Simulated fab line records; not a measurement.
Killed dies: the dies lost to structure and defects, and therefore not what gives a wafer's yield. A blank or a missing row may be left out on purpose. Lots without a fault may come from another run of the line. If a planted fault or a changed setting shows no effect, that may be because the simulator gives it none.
fab line records	flow n5Finfet
[record] lots = 7	wafers = 39
route steps=1938 shown FIN_SAQP@147 DUMMY_GATE@228 SD_EPI_P@310 HKMG_FIN@403 MOL_CONTACT_COAG@544 BEOL_M4@1111
startH: start of the lot's first displayed wafer, in hours after the record's first day	waitH: time in hours since the lot's previous step	" repeats the value in the row above	L1.1+2: several wafers, shown together as one row	- value missing, or start not given	* or withheld: withheld	< > ~ a bound
route shown NAME@n: a module of which the file shows steps, and the number in the route of the first	usual: mean/standard deviation taken from wafers without a fault	same: alike in all rows	chamber/n: place in a boat	sites: the reading at each site	_std_site: their standard deviation	_edge_site: the outer-site mean with the inner-site mean subtracted	radiusMm: how far each site lies from the wafer's centre	mask NAME#n: copy n	behind: the last tool/chamber to shape the wafer	hold: why the lot was held/for how many hours/how that ended	device: the transistor (n, p or np) that didn't switch	end of line: the same wafers' tests at the end of the route	a step without rows: its recipe alone	killed: count of dies lost to structure and defects at first sort (not the wafer's yield)	map: per-die view of a wafer (x killed, . not killed, _ where there is no die)
set.NAME: the run value of the setting; set.NAME@STEP: its run value at that earlier step	model.NAME: the simulator's own value behind a step, which no gauge read
lots run with intentionally changed settings; tables by step, rows by wafer
[[steps]]
[step N5_FIN_SAQP_FIN_ETCH_36]
[recipe] chemistry = HBr/Cl2/O2	targetDepthA = 1200	maskMaterial = SiNx	timeS = 50.4	biasW = 102	pressureMtorr = 10	icpW = 800	HBr_flow_sccm = 150	Cl2_flow_sccm = 80	O2_flow_sccm = 12
[step N5_DUMMY_GATE_EXPOSE_12]
[recipe] maskId = GATE	na = 0.33	sourceShape = annular	sigmaInner = 0.2	sigmaOuter = 0.6	polarization = unpolarized	targetCdNm = 25	doseMj = 34
[step N5_DUMMY_GATE_ETCH_37]
[recipe] chemistry = N2/H2	target = SOC	targetDepthA = 600	overetchA = 300	tempC = 40	ionEnergyEv = 200	pressureMtorr = 30	sourceW = 840	biasW = 150	n2FlowSccm = 200	h2FlowSccm = 200
[step N5_SD_EPI_P_ETCHBACK_46]
[recipe] chemistry = CH3F/O2	mode = anisotropicEtchback	target = SiNx	targetDepthA = 175	stopOn = SiO2	overEtchFrac = 0.3	ionEnergyEv = 120	pressureMtorr = 30	sourceW = 395	biasW = 73	Ar_flow_sccm = 150	CH3F_flow_sccm = 30	O2_flow_sccm = 20
[step N5_HKMG_FIN_ETCH_55]
[recipe] chemistry = N2/H2	target = SOC	targetDepthA = 2400	tempC = 40	timeS = 300	ionEnergyEv = 200	maskMaterial = SiARC	pressureMtorr = 30	sourceW = 840	biasW = 150	n2FlowSccm = 200	h2FlowSccm = 200
[step N5_HKMG_FIN_ETCH_35]
[recipe] chemistry = N2/H2	target = SOC	targetDepthA = 2158	ionEnergyEv = 65	biasW = 5	sourceW = 3000	timeS = 243.4	pressureMtorr = 30	n2FlowSccm = 200	h2FlowSccm = 200
[step N5_HKMG_FIN_NWFM_ALD_20]
[recipe] material = TiAlC	targetThkA = 20	tempC = 300	aldPrecursorFamily = TiCl4	aldCoReactant = TEA	pulseTimeS = 3	purgeTimeS = 2	coReactantPurgeTimeS = 2	coReactantPulseTimeS = 10	aldCycles = 7	pressureTorr = 3
[step N5_MOL_CONTACT_COAG_ALD_20]
[recipe] material = TiN	targetThkA = 15	tempC = 400	aldPrecursorFamily = TiCl4	aldCoReactant = NH3	pulseTimeS = 1	purgeTimeS = 3	coReactantPurgeTimeS = 2	coReactantPulseTimeS = 2	aldCycles = 68	pressureTorr = 3
[step N5_MOL_CONTACT_COAG_ETCH_67]
[recipe] chemistry = N2/H2	target = SOC	targetDepthA = 600	overetchA = 210	maskMaterial = SiARC	tempC = 40	timeS = 101.2	ionEnergyEv = 200	pressureMtorr = 30	sourceW = 840	biasW = 150	n2FlowSccm = 200	h2FlowSccm = 200
[step N5_BEOL_M4_RC_MEAS_101]
[usual] IOFF_N_LONG = 5.56e-05/2.3e-06	VT_N = 249/3.5	VT_N_LONG = 274.7/2.1	VT_N_LVT = 97/3.6
lot.wafer	tool	chamber	startH	waitH	set.biasW@FIN_SAQP_FIN_ETCH_36	set.doseMj@DUMMY_GATE_EXPOSE_12	set.sourceW@DUMMY_GATE_ETCH_37	set.overEtchFrac@SD_EPI_P_ETCHBACK_46	set.h2FlowSccm@HKMG_FIN_ETCH_55	set.sourceW@HKMG_FIN_ETCH_35	set.aldCycles@HKMG_FIN_NWFM_ALD_20	set.tempC@MOL_CONTACT_COAG_ALD_20	set.targetDepthA@MOL_CONTACT_COAG_ETCH_67	IOFF_N_LONG[nA/um]	VT_N[mV]	VT_N_LONG[mV]	VT_N_LVT[mV]
L077.1	prober-01	0	208.65	0.0	102	34	840	0.2879	200	3000	8	411.3	627.5	9.34e-05	237	258.0	86
L077.2	"	0	"	"	116.3	33.24	840	0.2879	200	2790	7	400	600	5.62e-05	245	274.6	96
L077.3	"	0	"	"	116.3	34	840	0.3	205.3	2790	7	411.3	600	5.56e-05	249	272.9	97
L077.4	"	0	"	"	116.3	33.24	975.3	0.3	205.3	3000	8	400	600	9.37e-05	228	255.2	79
L077.5	"	0	"	"	102	33.24	975.3	0.2879	205.3	2790	8	400	627.5	9.42e-05	228	253.4	76
L077.6	"	0	"	"	102	34	975.3	0.3	200	3000	7	411.3	627.5	5.59e-05	249	276.0	99
L084.1	prober-02	0	254.45	0.0	102	34	840	0.3196	200	2705	6	400	600	3.68e-05	271	296.7	121
L084.2	"	0	"	"	102	34	840	0.3196	213.5	3000	6	400	537.8	3.79e-05	275	297.6	122
L084.3	"	0	"	"	102	34	840	0.3	213.5	3000	6	392.4	600	3.71e-05	269	296.1	119
L084.4	"	0	"	"	102	34	840	0.3196	213.5	2705	7	392.4	537.8	5.91e-05	255	272.9	103
L084.5	"	0	"	"	102	34	840	0.3	200	3000	7	400	537.8	5.9e-05	249	275.2	99
L084.6	"	0	"	"	102	34	840	0.3	200	2705	7	392.4	600	5.77e-05	244	275.7	93
L086.1	prober-01	0	276.51	0.0	120.6	34	840	0.2835	214.8	3000	7	400	600	5.41e-05	248	275.8	99
L086.2	"	0	"	"	102	34	887.6	0.3	214.8	3000	7	400	600	5.29e-05	253	277.9	101
L086.3	"	0	"	"	102	34	840	0.2835	214.8	3231	7	400	600	5.31e-05	254	276.5	104
L086.4	"	0	"	"	120.6	34	887.6	0.3	200	3000	7	400	600	5.39e-05	248	278.8	97
L086.5	"	0	"	"	102	34	840	0.3	200	3231	7	400	600	5.31e-05	251	277.4	101
L086.6	"	0	"	"	120.6	34	887.6	0.2835	200	3231	7	400	600	5.36e-05	249	278.6	101
L088.1	prober-02	0	282.52	0.0	102	32.35	840	0.3	214.6	3000	7	400	600	5.55e-05	255	276.0	104
L088.2	"	0	"	"	102	34	707.2	0.3	214.6	3000	7	400	600	5.56e-05	246	275.0	90
L088.3	"	0	"	"	102	34	840	0.3	214.6	3000	7	411.5	600	5.51e-05	251	272.4	96
L088.4	"	0	"	"	102	32.35	707.2	0.3	200	3000	7	411.5	600	5.47e-05	254	273.2	102
L088.5	"	0	"	"	102	34	840	0.3	200	3000	7	411.5	600	5.53e-05	249	273.9	95
L088.6	"	0	"	"	102	32.35	707.2	0.3	200	3000	7	400	600	5.51e-05	255	275.5	99
L087.1	prober-01	0	289.49	0.0	102	34	840	0.2889	188	3000	7	400	600	5.19e-05	253	277.7	100
L087.2	"	0	"	"	102	34	768.2	0.2889	200	3000	7	393.9	600	5.01e-05	248	280.8	97
L087.3	"	0	"	"	102	34	768.2	0.3	188	3000	7	393.9	623.6	5.17e-05	246	278.2	94
L087.4	"	0	"	"	102	34	840	0.3	200	3000	7	400	623.6	5.12e-05	251	274.3	98
L087.5	"	0	"	"	102	34	840	0.3	200	3000	7	393.9	600	5.09e-05	247	279.1	96
L087.6	"	0	"	"	102	34	768.2	0.2889	188	3000	7	400	623.6	5.13e-05	255	277.7	100
L093.1	prober-01	0	297.96	0.0	114.8	33.02	840	0.2835	200	3000	6	392.9	672.3	3.46e-05	270	294.5	116
L093.2	"	0	"	"	114.8	34	840	0.3	200	2613	6	392.9	600	3.39e-05	270	296.9	118
L093.3	"	0	"	"	102	33.02	840	0.3	200	2613	7	400	672.3	5.41e-05	253	274.8	99
L093.4	"	0	"	"	114.8	34	840	0.2835	200	2613	7	392.9	600	5.48e-05	244	275.6	91
L093.5	"	0	"	"	102	34	840	0.3	200	3000	6	400	600	3.44e-05	271	296.6	117
L093.6	"	0	"	"	102	33.02	840	0.2835	200	3000	7	400	672.3	5.48e-05	250	277.9	97
L091.2	prober-01	0	299.99	0.2	102	34	840	0.3	200	3000	7	400	600	5.64e-05	250	276.1	98
L091.5	"	0	"	"	102	34	840	0.3	200	3000	7	400	600	5.75e-05	248	273.4	97
L091.6	"	0	"	"	102	34	840	0.3	200	3000	7	400	600	5.67e-05	251	273.4	97
[[key]]
[split] step = N5_FIN_SAQP_FIN_ETCH_36	setting = biasW	statedAs = 102
response none clear
[split] step = N5_DUMMY_GATE_EXPOSE_12	setting = doseMj	statedAs = 34
response none clear
[split] step = N5_DUMMY_GATE_ETCH_37	setting = sourceW	statedAs = 840
response none clear
[split] step = N5_SD_EPI_P_ETCHBACK_46	setting = overEtchFrac	statedAs = 0.3
response none clear
[split] step = N5_HKMG_FIN_ETCH_55	setting = h2FlowSccm	statedAs = 200
response none clear
[split] step = N5_HKMG_FIN_ETCH_35	setting = sourceW	statedAs = 3000
response none clear
[split] step = N5_HKMG_FIN_NWFM_ALD_20	setting = aldCycles	statedAs = 7
[response] step = N5_BEOL_M4_RC_MEAS_101	reading = VT_N_LONG	slope = -1.42	per = 1%	togetherWith = all	explained = 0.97
[response] step = N5_BEOL_M4_RC_MEAS_101	reading = IOFF_N_LONG	slope = +1.9e-06	per = 1%	togetherWith = all	explained = 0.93
[response] step = N5_BEOL_M4_RC_MEAS_101	reading = VT_N_LVT	slope = -1.45	per = 1%	togetherWith = all	explained = 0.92
[response] step = N5_BEOL_M4_RC_MEAS_101	reading = VT_N	slope = -1.41	per = 1%	togetherWith = all	explained = 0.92
[split] step = N5_MOL_CONTACT_COAG_ALD_20	setting = tempC	statedAs = 400
response none clear
[split] step = N5_MOL_CONTACT_COAG_ETCH_67	setting = targetDepthA	statedAs = 600
response none clear
